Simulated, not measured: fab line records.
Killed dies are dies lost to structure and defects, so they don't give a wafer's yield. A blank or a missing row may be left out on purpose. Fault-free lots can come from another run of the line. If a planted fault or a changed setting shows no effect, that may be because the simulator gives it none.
Which tool is to blame? || flow nand harc || 18 wafers from 6 lots sampled at 3 of the route's 1159 steps

## WHAT THE GAUGES READ, wafer by wafer
NHARC_A_CHANNEL_HOLE_D1_INSPECT_40.
{"lot": "L566", "measured": "day 9 00:44", "on": "defect inspect-02", "raw defect count": "56 68 73"}
{"lot": "L569", "measured": "day 9 09:55", "on": "defect inspect-02", "raw defect count": "50 45 66"}
{"lot": "L577", "measured": "day 11 17:38", "on": "defect inspect-02", "raw defect count": "378 464 53"}
{"lot": "L581", "measured": "day 12 16:08", "on": "defect inspect-01", "raw defect count": "105 90 91"}
{"lot": "L583", "measured": "day 13 06:27", "on": "defect inspect-01", "raw defect count": "76 81 65"}
{"lot": "L588", "measured": "day 14 11:47", "on": "defect inspect-02", "raw defect count": "45 25 42"}

## WHAT TOOL EACH LOT RAN ON (gives the tool, then ch and the chambers of the sampled wafers, and finally the start)
{"lot": "L566", "NHARC_A_CHANNEL_HOLE_D1_ETCH_25": "har etch-01 ch 1, day 8 21:54", "NHARC_A_CHANNEL_HOLE_D1_STRIP_27": "rie diel-10 ch 0,1,2, day 9 00:44 or earlier"}
{"lot": "L569", "NHARC_A_CHANNEL_HOLE_D1_ETCH_25": "har etch-01 ch 0,1, day 9 07:15", "NHARC_A_CHANNEL_HOLE_D1_STRIP_27": "rie diel-12 ch 1,2,3, day 9 09:55 or earlier"}
{"lot": "L577", "NHARC_A_CHANNEL_HOLE_D1_ETCH_25": "har etch-02 ch 0,1, day 11 14:57", "NHARC_A_CHANNEL_HOLE_D1_STRIP_27": "rie diel-01 ch 0,1,2, day 11 17:38 or earlier"}
{"lot": "L581", "NHARC_A_CHANNEL_HOLE_D1_ETCH_25": "har etch-01 ch 0,1, day 12 13:19", "NHARC_A_CHANNEL_HOLE_D1_STRIP_27": "rie diel-01 ch 1,3, day 12 16:08 or earlier"}
{"lot": "L583", "NHARC_A_CHANNEL_HOLE_D1_ETCH_25": "har etch-01 ch 0,1, day 13 03:46", "NHARC_A_CHANNEL_HOLE_D1_STRIP_27": "rie diel-10 ch 0,1, day 13 06:27 or earlier"}
{"lot": "L588", "NHARC_A_CHANNEL_HOLE_D1_ETCH_25": "har etch-02 ch 0,1, day 14 09:15", "NHARC_A_CHANNEL_HOLE_D1_STRIP_27": "rie diel-10 ch 0,1,3, day 14 11:47 or earlier"}
- NHARC_A_CHANNEL_HOLE_D1_ETCH_25: etches the open film in C4F8/O2/Ar, time 1040.2 s, target depth 1500 nm.
- NHARC_A_CHANNEL_HOLE_D1_STRIP_27: strips in O2.

## THE ANSWER, worked out from the rows above alone
Rule: what is usual is taken from the lots themselves. Put in order of their means at a reading, lots are off if they are a third of the lots or fewer, leave a main group of 4 or more, and stand apart from it by a gap of 3 or more times the standard deviation of the main group's means; of several such gaps the widest counts. The tables above print the reading to a certain number of digits; a main group whose means all agree to those digits is not used. Also off: a lot with no number at a reading for which 4 or more lots have one. Any other lot the step has rows for is counted as sound.
Off: L577, at NHARC_A_CHANNEL_HOLE_D1_INSPECT_40 (raw defect count). The main group: mean 65, standard deviation 19.
A tool fits if, at a process step before that reading, it ran every lot that is off, and no sound lot after the first of them. Those tools and the gauges at NHARC_A_CHANNEL_HOLE_D1_INSPECT_40 are tried in the same way. With no start given for some of its lots, NHARC_A_CHANNEL_HOLE_D1_STRIP_27 uses the hours and lot order of NHARC_A_CHANNEL_HOLE_D1_INSPECT_40. Of those tried, none fits.

## WHAT THE SIMULATOR HAD INSERTED
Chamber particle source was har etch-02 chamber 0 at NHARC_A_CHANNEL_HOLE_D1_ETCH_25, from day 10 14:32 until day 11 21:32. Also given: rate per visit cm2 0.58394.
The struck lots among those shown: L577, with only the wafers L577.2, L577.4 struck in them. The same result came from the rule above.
